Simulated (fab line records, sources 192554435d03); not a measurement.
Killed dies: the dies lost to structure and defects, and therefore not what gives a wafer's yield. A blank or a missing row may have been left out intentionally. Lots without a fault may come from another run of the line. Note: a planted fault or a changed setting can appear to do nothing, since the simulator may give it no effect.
fab line records | flow n5-finfet
[record] lots = 9 | wafers = 27 | last-day = 20
route steps=1938 shown MOL_CONTACT_COAG@613 BEOL_M0_SAQP@633 BEOL_M4@1111 PASSIVATION@1936
lots untouched by any fault: they come from a run of this same line in which no faults occurred
start-h: start of the lot's first displayed wafer, in hours after the record's first day | wait-h: how many hours have passed since the lot's step before this one | " identical to the entry in the row above | L1.1+2: a row that stands for several wafers | - value missing, or start not given | * or withheld: withheld | < > ~ a bound
route shown NAME@n: NAME is a module with steps in the file, n the number in the route of the first one | usual: mean and standard deviation over wafers with no fault | same: alike in all rows | chamber/n: place in a boat | sites: readings site by site | _std_site: the values' standard deviation | _edge_site: inner sites' mean taken away from outer sites' mean | radius-mm: for every site, how far away it sits from the centre of the wafer | mask NAME#n: copy n | behind: the most recent tool/chamber to have shaped the wafer | hold: what put the lot on hold/how long, in hours/how the hold closed | device: the transistor (n, p or np) that didn't switch | end of line: tests of these same wafers at the route's end | a step without rows: its recipe alone | killed: the dies lost at the first sort to structure and to defects; this is not the yield of the wafer | map: per-die view of a wafer (x killed, . not killed, _ where there is no die)
set.NAME: the setting as run; set.NAME@STEP: as run at that earlier step | model.NAME: the simulator's own value behind a step, which no gauge read
route steps across a sampled set of lots; one table per step, one row per wafer
services: from which hour (start-h, from the record's first day; less than 0 if before it) a tool's chamber was out of use, for how many hours, and why
[[steps]]
[step N5_MOL_CONTACT_COAG_ETCHBACK_136]
[recipe] chemistry = CHF3 | target = SiO2 | target-depth-a = 250 | time-s = 16.7 | ion-energy-ev = 200 | pressure-mtorr = 30 | source-w = 610 | bias-w = 170 | Ar_flow_sccm = 200 | CHF3_flow_sccm = 50
[usual] chamber-pressure-mTorr = 30.001/0.03 | drypump-motor-current-A = 5.49/0.21 | oes-product-au = 0.80/0.081 | rf-vpp-V = 525/4.2 | showerhead-plenum-p-Torr = 2.38/0.081 | throttle-valve-pct = 18.69/0.23
lot.wafer | tool        | chamber | start-h | wait-h | chamber-pressure-mTorr | drypump-motor-current-A | oes-product-au | rf-hours-counter-h | rf-vpp-V | showerhead-plenum-p-Torr | throttle-valve-pct
L200.1    | rie-diel-05 | 2       | 108.94  | 0.0    | 30.017                 | 5.88                    | 0.74           | 173                | 531      | 2.38                     | 18.58
L200.5    | "           | 1       | "       | "      | 29.999                 | 5.55                    | 0.69           | -                  | 528      | 2.44                     | 18.91
L200.6    | "           | 0       | "       | "      | 30.030                 | 5.13                    | 0.76           | -                  | 520      | 2.47                     | 18.97
L209.1    | rie-diel-03 | 2       | 161.96  | 0.0    | 29.961                 | 5.60                    | 0.75           | 139                | 517      | 2.20                     | 18.76
L209.3    | "           | 1       | "       | "      | 29.977                 | 5.44                    | 0.90           | 34                 | 530      | 2.42                     | 18.29
L209.4    | "           | 0       | "       | "      | 29.937                 | 5.46                    | 0.73           | 159                | 525      | 2.38                     | 18.71
L210.1    | rie-diel-03 | 0       | 167.76  | 0.0    | 29.956                 | 5.46                    | 0.73           | 160                | 523      | 2.38                     | 18.71
L210.2    | "           | 1       | "       | "      | 29.970                 | 5.44                    | 0.90           | 36                 | 531      | 2.42                     | 18.29
L210.5    | "           | 2       | "       | "      | 29.974                 | 5.60                    | 0.76           | -                  | 519      | 2.20                     | 18.76
L212.2    | rie-diel-06 | 0       | 178.74  | 0.0    | 29.981                 | 5.56                    | 0.73           | 180                | 523      | 2.28                     | 18.91
L212.5    | "           | 1       | "       | "      | 30.012                 | 5.87                    | 0.79           | -                  | 524      | 2.41                     | 18.30
L212.6    | "           | 0       | "       | "      | 30.028                 | 5.55                    | 0.74           | -                  | 522      | 2.28                     | 18.94
L217.3    | rie-diel-05 | 3       | 207.47  | 0.0    | 29.983                 | 5.59                    | 0.89           | 43                 | 525      | 2.42                     | 18.56
L217.4    | "           | 2       | "       | "      | 30.031                 | 5.90                    | 0.70           | 209                | 531      | 2.36                     | 18.62
L217.5    | "           | 3       | "       | "      | 29.981                 | 5.59                    | 0.88           | -                  | 524      | 2.42                     | 18.57
L219.2    | rie-diel-06 | 0       | 225.90  | 0.0    | 29.960                 | 5.53                    | 0.72           | 196                | 524      | 2.27                     | 18.94
L219.3    | "           | 3       | "       | "      | 30.035                 | 5.33                    | 0.77           | 143                | 529      | 2.39                     | 18.83
L219.5    | "           | 1       | "       | "      | 30.007                 | 5.86                    | 0.77           | -                  | 525      | 2.41                     | 18.33
L220.1    | rie-diel-06 | 2       | 230.97  | 0.0    | 29.975                 | 5.26                    | 0.71           | 210                | 531      | 2.36                     | 18.57
L220.4    | "           | 3       | "       | "      | 29.967                 | 5.33                    | 0.79           | 145                | 529      | 2.39                     | 18.86
L220.5    | "           | 2       | "       | "      | 29.993                 | 5.28                    | 0.70           | -                  | 530      | 2.36                     | 18.56
L221.1    | rie-diel-05 | 1       | 240.42  | 0.0    | 29.995                 | 5.53                    | 0.93           | 17                 | 528      | 2.42                     | 18.58
L221.4    | "           | 2       | "       | "      | 29.993                 | 5.91                    | 0.70           | 218                | 531      | 2.36                     | 18.63
L221.6    | "           | 3       | "       | "      | 30.033                 | 5.57                    | 0.87           | -                  | 524      | 2.42                     | 18.59
L222.1    | rie-diel-03 | 2       | 246.02  | 0.0    | 30.005                 | 5.60                    | 0.74           | 168                | 520      | 2.19                     | 18.81
L222.4    | "           | 1       | "       | "      | 30.071                 | 5.44                    | 0.86           | 63                 | 531      | 2.41                     | 18.35
L222.6    | "           | 2       | "       | "      | 30.027                 | 5.60                    | 0.73           | -                  | 519      | 2.19                     | 18.82
[step N5_MOL_CONTACT_COAG_CMP_52]
[recipe] stop-on = SiO2 | t-overpolish-s = 1.5 | post-cmp-clean = w-dilute-nh4oh | down-force-psi = 4 | platen-rpm = 50.289 | pad-velocity-m-s = 1.0006 | target-thk-nm = 66.5
[usual] motor-current-A = 11.8/0.85 | overpolish-run-s = 1.501/0.0089 | retaining-ring-pressure-frac = 1.000/0.0043 | time-to-endpoint-s = 11.8/2
lot.wafer | tool   | chamber | start-h | wait-h | motor-current-A | overpolish-run-s | retaining-ring-pressure-frac | time-to-endpoint-s
L200.1    | cmp-01 | 0       | 109.78  | 0.0    | 12.1            | 1.494            | 0.999                        | 10.9
L200.5    | "      | 0       | "       | "      | 12.5            | 1.501            | 1.003                        | 11.8
L200.6    | "      | 1       | "       | "      | 11.7            | 1.506            | 1.002                        | 10.7
L209.4    | cmp-03 | 3       | 162.79  | 0.0    | 11.4            | 1.479            | 1.002                        | 12.3
L209.3    | "      | 1       | "       | "      | 12.3            | 1.508            | 1.005                        | 13.8
L209.1    | "      | 2       | "       | "      | 11.0            | 1.496            | 0.996                        | 12.8
L210.2    | cmp-01 | 0       | 168.61  | 0.0    | 12.6            | 1.510            | 0.996                        | 10.3
L210.1    | "      | 3       | "       | "      | 12.2            | 1.503            | 1.002                        | 5.7
L210.5    | "      | 0       | "       | "      | 11.9            | 1.505            | 1.001                        | 6.9
L212.2    | cmp-01 | 1       | 179.64  | 0.1    | 11.3            | 1.513            | 0.998                        | 10.3
L212.6    | "      | 0       | "       | "      | 12.4            | 1.483            | 1.003                        | 9.9
L212.5    | "      | 1       | "       | "      | 11.3            | 1.504            | 1.002                        | 12.7
L217.3    | cmp-02 | 1       | 208.32  | 0.0    | 11.5            | 1.491            | 1.002                        | 15.4
L217.4    | "      | 0       | "       | "      | 11.3            | 1.489            | 1.006                        | 13.9
L217.5    | "      | 1       | "       | "      | 11.7            | 1.512            | 1.003                        | 14.1
L219.2    | cmp-01 | 0       | 226.79  | 0.1    | 12.1            | 1.492            | 0.996                        | 14.3
L219.3    | "      | 2       | "       | "      | 11.5            | 1.490            | 1.009                        | 17.3
L219.5    | "      | 3       | "       | "      | 11.2            | 1.514            | 0.991                        | 12.9
L220.4    | cmp-02 | 0       | 231.85  | 0.1    | 10.7            | 1.512            | 1.008                        | 9.2
L220.1    | "      | 1       | "       | "      | 11.8            | 1.493            | 1.011                        | 11.2
L220.5    | "      | 0       | "       | "      | 11.2            | 1.502            | 1.000                        | 11.2
L221.4    | cmp-01 | 2       | 241.27  | 0.0    | 11.8            | 1.507            | 0.999                        | 12.6
L221.1    | "      | 0       | "       | "      | 12.2            | 1.480            | 0.999                        | 9.7
L221.6    | "      | 2       | "       | "      | 11.5            | 1.503            | 1.004                        | 13.7
L222.4    | cmp-03 | 0       | 247.22  | 0.1    | 13.9            | 1.503            | 0.997                        | 13.2
L222.1    | "      | 1       | "       | "      | 11.6            | 1.508            | 1.004                        | 13.1
L222.6    | "      | 3       | "       | "      | 11.4            | 1.491            | 1.002                        | 14.8
[step N5_BEOL_M0_SAQP_ILD_DEP_01]
[recipe] material = SiOC | target-thk-a = 454.19 | temp-c = 350 | precursor = DEMS/O2 | pressure-torr = 5 | rf-w = 500 | time-s = 8.7
[usual] chamber-pressure-Torr = 5.001/0.012 | heater-power-outer-w = 260/57 | heater-power-w = 484/74 | showerhead-plenum-p-Torr = 5.695/0.012 | throttle-valve-pct = 11.9/0.85
lot.wafer | tool     | chamber | start-h | wait-h | chamber-pressure-Torr | heater-power-outer-w | heater-power-w | showerhead-plenum-p-Torr | throttle-valve-pct
L200.1    | pecvd-02 | 0       | 113.49  | 0.0    | 5.012                 | 186                  | 394            | 5.687                    | 13.0
L200.5    | "        | 2       | "       | "      | 4.991                 | 251                  | 495            | 5.707                    | 11.0
L200.6    | "        | 0       | "       | "      | 5.010                 | 197                  | 392            | 5.689                    | 12.9
L209.1    | pecvd-02 | 2       | 167.97  | 0.0    | -                     | -                    | -              | -                        | -
L209.3    | "        | 0       | "       | "      | -                     | -                    | -              | -                        | -
L209.4    | "        | 2       | "       | "      | -                     | -                    | -              | -                        | -
L210.1    | pecvd-03 | 0       | 172.33  | 0.0    | -                     | -                    | -              | -                        | -
L210.2    | "        | 2       | "       | "      | -                     | -                    | -              | -                        | -
L210.5    | "        | 1       | "       | "      | -                     | -                    | -              | -                        | -
L212.2    | pecvd-02 | 1       | 183.32  | 0.0    | 4.978                 | 198                  | 428            | 5.713                    | 12.9
L212.5    | "        | 2       | "       | "      | 4.992                 | 299                  | 549            | 5.707                    | 11.0
L212.6    | "        | 0       | "       | "      | 5.002                 | 198                  | 391            | 5.706                    | 13.1
L217.3    | pecvd-01 | 1       | 214.72  | 0.0    | 4.999                 | 266                  | 509            | 5.692                    | 11.9
L217.4    | "        | 2       | "       | "      | 4.984                 | 267                  | 525            | 5.700                    | 10.9
L217.5    | "        | 0       | "       | "      | 4.979                 | 250                  | 424            | 5.674                    | 11.3
L219.2    | pecvd-03 | 2       | 230.46  | 0.0    | 5.002                 | 248                  | 433            | 5.696                    | 11.5
L219.3    | "        | 1       | "       | "      | 5.019                 | 371                  | 619            | 5.693                    | 12.2
L219.5    | "        | 2       | "       | "      | 5.016                 | 246                  | 429            | 5.694                    | 11.1
L220.1    | pecvd-02 | 1       | 235.52  | 0.0    | 5.005                 | 230                  | 491            | 5.695                    | 12.7
L220.4    | "        | 0       | "       | "      | 5.014                 | 169                  | 366            | 5.708                    | 12.8
L220.5    | "        | 1       | "       | "      | 4.988                 | 230                  | 478            | 5.708                    | 13.0
L221.1    | pecvd-02 | 1       | 244.99  | 0.0    | 5.011                 | 214                  | 451            | 5.693                    | 12.9
L221.4    | "        | 0       | "       | "      | 5.008                 | 171                  | 362            | 5.695                    | 12.9
L221.6    | "        | 2       | "       | "      | 5.014                 | 291                  | 551            | 5.698                    | 11.1
L222.1    | pecvd-03 | 0       | 253.22  | 0.0    | 4.983                 | 302                  | 531            | 5.694                    | 13.0
L222.4    | "        | 1       | "       | "      | 5.031                 | 391                  | 635            | 5.695                    | 11.8
L222.6    | "        | 2       | "       | "      | 4.985                 | 271                  | 482            | 5.695                    | 11.2
[step N5_BEOL_M0_SAQP_PECVD_04]
[recipe] material = a-Si | target-thk-a = 600 | temp-c = 350 | precursor = SiH4/He | pressure-torr = 3 | rf-w = 100 | time-s = 60.2
[usual] heater-power-w = 623/83 | showerhead-plenum-p-Torr = 5.677/0.029 | throttle-valve-pct = 18.4/1.3
lot.wafer | tool     | chamber | start-h | wait-h | heater-power-w | showerhead-plenum-p-Torr | throttle-valve-pct
L200.1    | pecvd-03 | 1       | 114.59  | 0.0    | 778            | 5.680                    | 18.2
L200.5    | "        | 0       | "       | "      | 673            | 5.668                    | 20.3
L200.6    | "        | 1       | "       | "      | 759            | 5.676                    | 18.1
L209.1    | pecvd-02 | 2       | 169.36  | 0.0    | 642            | 5.687                    | 16.6
L209.3    | "        | 0       | "       | "      | 481            | 5.678                    | 19.7
L209.4    | "        | 0       | "       | "      | 476            | 5.692                    | 19.6
L210.1    | pecvd-02 | 1       | 173.35  | 0.0    | 534            | 5.702                    | 19.6
L210.2    | "        | 2       | "       | "      | 672            | 5.695                    | 16.9
L210.5    | "        | 2       | "       | "      | 689            | 5.690                    | 16.7
L212.2    | pecvd-03 | 0       | 184.52  | 0.0    | 669            | 5.664                    | 20.1
L212.5    | "        | 0       | "       | "      | 661            | 5.671                    | 19.9
L212.6    | "        | 2       | "       | "      | 635            | 5.653                    | 16.7
L217.3    | pecvd-02 | 1       | 215.15  | 0.0    | 603            | 5.684                    | 19.5
L217.4    | "        | 2       | "       | "      | 637            | 5.695                    | 16.9
L217.5    | "        | 0       | "       | "      | 535            | 5.705                    | 19.9
L219.2    | pecvd-02 | 2       | 231.03  | 0.0    | 645            | 5.679                    | 16.9
L219.3    | "        | 0       | "       | "      | 478            | 5.691                    | 19.9
L219.5    | "        | 0       | "       | "      | 480            | 5.678                    | 19.9
L220.1    | pecvd-03 | 0       | 236.31  | 0.0    | 725            | 5.665                    | 20.1
L220.4    | "        | 2       | "       | "      | 636            | 5.676                    | 17.0
L220.5    | "        | 1       | "       | "      | 763            | 5.695                    | 18.3
L221.1    | pecvd-03 | 1       | 247.14  | 0.0    | 819            | 5.672                    | 18.2
L221.4    | "        | 2       | "       | "      | 570            | 5.665                    | 16.7
L221.6    | "        | 0       | "       | "      | 697            | 5.646                    | 20.3
L222.1    | pecvd-01 | 0       | 253.56  | 0.0    | 570            | 5.588                    | 17.4
L222.4    | "        | 0       | "       | "      | 567            | 5.588                    | 17.4
L222.6    | "        | 1       | "       | "      | 626            | 5.678                    | 18.3
[step N5_BEOL_M4_RC_MEAS_101]
[usual] DIBL_N = 36.3/1.2 | DIBL_P = 36.3/1.4 | IOFF_N = 0.160/0.02 | IOFF_P = 0.210/0.025 | ION_N = 675/9.5 | ION_P = 462/7 | SS_N = 71.5/0.53 | SS_P = 73.4/0.55 | VT_N = 249.5/2.6 | VT_P = -250.1/2.9
lot.wafer | tool      | chamber | start-h | wait-h | DIBL_N[mV/V] | DIBL_P[mV/V] | IOFF_N[nA/um] | IOFF_P[nA/um] | ION_N[uA/um] | ION_P[uA/um] | SS_N[mV/dec] | SS_P[mV/dec] | VT_N[mV] | VT_P[mV]
L200.1    | prober-01 | 0       | 191.57  | 0.0    | 34.6         | 33.6         | 0.135         | 0.161         | 666          | 450          | 72.3         | 72.7         | 252.2    | -252.7
L200.5    | "         | 0       | "       | "      | 34.2         | 32.9         | 0.121         | 0.154         | 663          | 452          | 71.7         | 73.2         | 251.1    | -256.1
L200.6    | "         | 0       | "       | "      | 36.5         | 36.7         | 0.167         | 0.203         | 674          | 462          | 72.4         | 73.9         | 250.2    | -251.2
L212.2    | prober-01 | 0       | 290.49  | 0.2    | 37.2         | 37.4         | 0.169         | 0.239         | 684          | 459          | 72.5         | 73.6         | 247.4    | -250.6
L212.5    | "         | 0       | "       | "      | 37.8         | 37.3         | 0.180         | 0.244         | 679          | 466          | 72.3         | 73.9         | 245.2    | -247.5
L212.6    | "         | 0       | "       | "      | 37.4         | 37.1         | 0.168         | 0.236         | 679          | 470          | 71.8         | 72.7         | 250.2    | -246.4
L219.2    | prober-01 | 0       | 334.53  | 0.2    | 35.8         | 36.4         | 0.172         | 0.200         | 682          | 461          | 70.8         | 73.0         | 246.2    | -253.4
L219.3    | "         | 0       | "       | "      | 35.5         | 34.8         | 0.154         | 0.179         | 676          | 458          | 71.4         | 73.1         | 247.9    | -254.3
L219.5    | "         | 0       | "       | "      | 34.8         | 34.7         | 0.147         | 0.184         | 677          | 464          | 70.5         | 72.1         | 250.8    | -251.8
L217.3    | prober-02 | 0       | 338.46  | 0.3    | 36.9         | 37.5         | 0.162         | 0.215         | 668          | 463          | 71.9         | 73.5         | 250.5    | -248.9
L217.4    | "         | 0       | "       | "      | 39.5         | 40.0         | 0.206         | 0.265         | 685          | 464          | 71.7         | 74.6         | 248.3    | -246.1
L217.5    | "         | 0       | "       | "      | 38.2         | 38.9         | 0.186         | 0.236         | 674          | 457          | 71.6         | 74.7         | 249.9    | -248.1
L220.1    | prober-01 | 0       | 344.62  | 0.0    | 36.0         | 36.6         | 0.165         | 0.215         | 682          | 462          | 71.3         | 73.0         | 247.6    | -251.8
L220.4    | "         | 0       | "       | "      | 35.2         | 35.6         | 0.144         | 0.190         | 674          | 462          | 70.7         | 73.1         | 250.9    | -250.1
L220.5    | "         | 0       | "       | "      | 35.2         | 35.0         | 0.141         | 0.183         | 679          | 466          | 71.6         | 73.3         | 252.5    | -251.1
L222.1    | prober-01 | 0       | 356.00  | 0.0    | 33.8         | 35.9         | 0.157         | 0.187         | 675          | 459          | 70.8         | 73.3         | 248.4    | -252.7
L222.4    | "         | 0       | "       | "      | 35.6         | 36.3         | 0.190         | 0.194         | 668          | 452          | 71.2         | 73.7         | 248.9    | -254.3
L222.6    | "         | 0       | "       | "      | 36.2         | 37.2         | 0.183         | 0.204         | 668          | 452          | 71.7         | 74.0         | 250.5    | -252.4
L221.1    | prober-02 | 0       | 363.29  | 0.0    | 35.3         | 36.4         | 0.154         | 0.208         | 679          | 472          | 71.6         | 72.7         | 247.8    | -249.9
L221.4    | "         | 0       | "       | "      | 34.8         | 34.8         | 0.143         | 0.183         | 683          | 466          | 70.8         | 72.7         | 248.7    | -250.5
L221.6    | "         | 0       | "       | "      | 34.6         | 35.8         | 0.151         | 0.206         | 691          | 466          | 71.3         | 72.1         | 250.1    | -247.9
[step N5_PASSIVATION_PROBE_49]
[usual] defect-limited-yield = 90.9/1.3 | killed_at_M0_to_M3 = 36/11 | killed_at_M4_up = 13/5.1 | killed-at-contacts = 14/4.9 | killed-at-front-end = 41/10 | killed-at-other = 3.4/2.6 | killed-dies = 107/16 | killed-on-rim = 14/4 | killed-open = 70/11 | killed-short = 36/7.8 | sort_bin_5_function = 5.4/0.84 | sort_bin_6_memory = 3.4/0.67 | sort-n-pass = 1073/16 | sort-yield-pct = 90.9/1.3
[same] gross-dies = 1180 | killed-at-back-side = 0 | sort_bin_4_leakage[%] = 0 | sort_bin_8_speed[%] = 0
lot.wafer | tool      | chamber | start-h | wait-h | defect-limited-yield[%] | killed_at_M0_to_M3 | killed_at_M4_up | killed-at-contacts | killed-at-front-end | killed-at-other | killed-dies | killed-on-rim | killed-open | killed-short | sort_bin_5_function[%] | sort_bin_6_memory[%] | sort-n-pass | sort-yield-pct[%]
L209.1    | prober-02 | -       | 369.12  | 0.0    | 0                       | 1113               | 3               | 27                 | 36                  | 1               | 1180        | 152           | 61          | 30           | 96.2                   | 3.3                  | 0           | 0
L209.3    | prober-02 | -       | 369.22  | 0.1    | 0                       | 1109               | 10              | 18                 | 37                  | 6               | 1180        | 152           | 69          | 27           | 96.9                   | 2.6                  | 0           | 0
L209.4    | prober-02 | -       | 369.27  | 0.2    | 0                       | 1112               | 11              | 9                  | 48                  | 0               | 1180        | 152           | 68          | 36           | 96.4                   | 2.8                  | 0           | 0
L210.1    | prober-01 | -       | 385.14  | 0.0    | 0                       | 1085               | 12              | 10                 | 68                  | 5               | 1180        | 152           | 83          | 44           | 95.5                   | 4.2                  | 0           | 0
L210.2    | prober-01 | -       | 385.19  | 0.1    | 0                       | 1081               | 19              | 22                 | 55                  | 3               | 1180        | 152           | 100         | 41           | 94.9                   | 4.6                  | 0           | 0
L210.5    | prober-01 | -       | 385.34  | 0.2    | 0                       | 1093               | 20              | 14                 | 50                  | 3               | 1180        | 152           | 78          | 27           | 96.5                   | 3.2                  | 0           | 0
L219.2    | prober-01 | -       | 438.66  | 0.1    | 89.3                    | 35                 | 25              | 14                 | 46                  | 6               | 126         | 21            | 75          | 47           | 5.8                    | 4.5                  | 1054        | 89.3
L219.3    | prober-01 | -       | 438.71  | 0.1    | 88.6                    | 49                 | 27              | 20                 | 34                  | 5               | 135         | 16            | 83          | 50           | 6.6                    | 4.4                  | 1045        | 88.6
L219.5    | prober-01 | -       | 438.81  | 0.2    | 91.4                    | 17                 | 17              | 14                 | 49                  | 4               | 101         | 12            | 69          | 31           | 4.7                    | 3.5                  | 1079        | 91.4
L217.3    | prober-01 | -       | 462.46  | 0.1    | 91.4                    | 36                 | 10              | 11                 | 40                  | 4               | 101         | 18            | 74          | 26           | 5.9                    | 2.4                  | 1079        | 91.4
L217.4    | prober-01 | -       | 462.51  | 0.2    | 90.3                    | 48                 | 7               | 15                 | 42                  | 3               | 115         | 21            | 79          | 34           | 5.3                    | 4.1                  | 1065        | 90.3
L217.5    | prober-01 | -       | 462.56  | 0.2    | 87.3                    | 66                 | 12              | 16                 | 49                  | 7               | 150         | 13            | 92          | 56           | 6.9                    | 4.8                  | 1030        | 87.3
// killed by level:class
L209.1 BEOL_M0_SAQP:area-dep=1088 MOL_CONTACT_COAG:geometric-particle:open=23 FIN_SAQP:geometric-particle:short=15 FIN_SAQP:geometric-particle:open=10 BEOL_M1:geometric-particle:open=9 BEOL_M0_SAQP:geometric-particle:open=5 MOL_CONTACT_COAG:geometric-particle:short=4 BEOL_M3:geometric-particle:open=4
L209.3 BEOL_M0_SAQP:area-dep=1082 FIN_SAQP:geometric-particle:open=20 MOL_CONTACT_COAG:geometric-particle:open=15 FIN_SAQP:geometric-particle:short=6 BEOL_M2:geometric-particle:short=5 BEOL_M3:geometric-particle:open=4 BEOL_M0_SAQP:geometric-particle:short=4 BEOL_M0_SAQP:geometric-particle:open=4
L209.4 BEOL_M0_SAQP:area-dep=1075 FIN_SAQP:geometric-particle:open=14 FIN_SAQP:geometric-particle:short=10 BEOL_M4:geometric-particle:open=8 BEOL_M0_SAQP:geometric-particle:open=8 MOL_CONTACT_COAG:geometric-particle:open=7 BEOL_M0_SAQP:geometric-particle:short=7 ILD0:geometric-particle:short=6
L210.1 BEOL_M0_SAQP:area-dep=1052 FIN_SAQP:geometric-particle:open=23 FIN_SAQP:geometric-particle:short=10 STI_FIN_REVEAL:geometric-particle:open=10 MOL_CONTACT_COAG:geometric-particle:open=7 BEOL_M0_SAQP:geometric-particle:short=7 BEOL_M3:geometric-particle:open=7 GATE_CUT:geometric-particle:short=5
L210.2 BEOL_M0_SAQP:area-dep=1037 MOL_CONTACT_COAG:geometric-particle:open=17 STI_FIN_REVEAL:geometric-particle:open=16 BEOL_M0_SAQP:geometric-particle:short=11 BEOL_M2:geometric-particle:open=11 FIN_SAQP:geometric-particle:open=9 BEOL_M3:geometric-particle:open=9 BEOL_M4:geometric-particle:open=8
L210.5 BEOL_M0_SAQP:area-dep=1073 STI_FIN_REVEAL:geometric-particle:open=17 MOL_CONTACT_COAG:geometric-particle:open=12 FIN_SAQP:geometric-particle:open=11 BEOL_M4:geometric-particle:open=8 BEOL_M2:geometric-particle:open=6 STARTING-WAFER:geometric-particle:short=6 ILD0:geometric-particle:open=4
L219.2 FIN_SAQP:geometric-particle:short=11 MOL_CONTACT_COAG:geometric-particle:open=11 BEOL_M0_SAQP:geometric-particle:open=8 STI_FIN_REVEAL:geometric-particle:open=7 BEOL_M3:geometric-particle:open=7 BEOL_M4:geometric-particle:open=7 DUMMY_GATE:geometric-particle:open=6 FIN_SAQP:geometric-particle:open=5
L219.3 MOL_CONTACT_COAG:geometric-particle:open=13 BEOL_M0_SAQP:geometric-particle:short=12 BEOL_M4:geometric-particle:open=11 BEOL_M1:geometric-particle:open=10 BEOL_M2:geometric-particle:open=8 MOL_CONTACT_COAG:geometric-particle:short=7 BEOL_M3:geometric-particle:open=7 FIN_SAQP:geometric-particle:short=6
L219.5 STI_FIN_REVEAL:geometric-particle:open=20 GATE_CUT:geometric-particle:short=11 MOL_CONTACT_COAG:geometric-particle:open=11 BEOL_M5:geometric-particle:open=6 BEOL_M0_SAQP:geometric-particle:short=5 BEOL_M4:geometric-particle:open=5 GATE_CUT:geometric-particle:open=4 BEOL_M0_SAQP:geometric-particle:open=4
L217.3 BEOL_M0_SAQP:geometric-particle:open=12 STI_FIN_REVEAL:geometric-particle:open=10 FIN_SAQP:geometric-particle:open=8 DUMMY_GATE:geometric-particle:open=8 MOL_CONTACT_COAG:geometric-particle:open=8 BEOL_M2:geometric-particle:open=7 BEOL_M1:geometric-particle:open=6 FIN_SAQP:geometric-particle:short=5
L217.4 BEOL_M0_SAQP:geometric-particle:open=15 BEOL_M0_SAQP:geometric-particle:short=12 MOL_CONTACT_COAG:geometric-particle:open=10 STI_FIN_REVEAL:geometric-particle:open=9 FIN_SAQP:geometric-particle:open=8 DUMMY_GATE:geometric-particle:open=8 BEOL_M1:geometric-particle:open=8 BEOL_M2:geometric-particle:open=7
L217.5 FIN_SAQP:geometric-particle:open=16 BEOL_M0_SAQP:geometric-particle:short=16 BEOL_M0_SAQP:geometric-particle:open=14 BEOL_M2:geometric-particle:short=13 FIN_SAQP:geometric-particle:short=10 DUMMY_GATE:geometric-particle:open=10 MOL_CONTACT_COAG:geometric-particle:open=10 BEOL_M1:geometric-particle:open=9
[[services]]
tool        | chamber | start-h | hours | kind
cmp-03      | -       | 91.27   | 0.3   | repair
pecvd-01    | 1       | 94.06   | 2.6   | repair
pecvd-01    | 2       | 98.79   | 1.8   | repair
pecvd-03    | 1       | 107.02  | 5.0   | scheduled-down
cmp-02      | -       | 107.60  | 12.0  | pm
rie-diel-06 | 1       | 110.57  | 8.0   | repair
cmp-02      | -       | 119.64  | 4.0   | pm
cmp-01      | -       | 131.77  | 4.0   | pm
cmp-01      | -       | 135.77  | -     | consumable-replace:conditioner
cmp-01      | -       | 135.77  | -     | consumable-replace:pad
pecvd-01    | -       | 142.23  | 2.8   | pm
cmp-03      | -       | 153.03  | 0.3   | repair
cmp-01      | -       | 159.13  | 2.1   | repair
pecvd-01    | 2       | 169.08  | 7.5   | repair
cmp-03      | -       | 174.62  | 3.7   | pm
pecvd-01    | -       | 177.85  | 1.3   | repair
pecvd-03    | -       | 178.18  | 2.7   | repair
pecvd-01    | -       | 181.87  | 0.8   | repair
cmp-03      | -       | 182.14  | 4.0   | pm
rie-diel-05 | 2       | 191.71  | 1.3   | repair
cmp-03      | -       | 199.31  | 4.2   | repair
cmp-02      | -       | 201.20  | 1.1   | repair
cmp-01      | -       | 203.65  | 1.3   | repair
cmp-01      | -       | 225.37  | 0.7   | repair
[[key]]
[first-sign] step = N5_BEOL_M0_SAQP_ILD_DEP_01 | reading = tool-record | direction = missing
[effect] step = N5_PASSIVATION_PROBE_49 | reading = sort_bin_5_function | direction = up | sigmas = 99+ | usual = 5.4 | struck = 96.1
[more-kills-born-at] N5_BEOL_M0_SAQP_ILD_DEP_01@pecvd-02 = 3241 | N5_BEOL_M0_SAQP_ILD_DEP_01@pecvd-03 = 3150
met-at N5_BEOL_M0_SAQP_ILD_DEP_01
struck-lots L209,L210
later-rows-left-out L209.1,L209.3,L209.4,L210.1,L210.2,L210.5
not-acting-at N5_MOL_CONTACT_COAG_ETCHBACK_136,N5_MOL_CONTACT_COAG_CMP_52,N5_BEOL_M0_SAQP_PECVD_04
onset-between 113.49 167.97
[fault] kind = skipped-step-whole | tool = pecvd-02,pecvd-03 | chamber = - | onset-h = 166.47 | steps = N5_BEOL_M0_SAQP_ILD_DEP_01 | scope = struck-lots-only
// later-rows-left-out: the simulator's readings of these wafers behind a module that went badly wrong aren't trusted and aren't shown, but for the sort
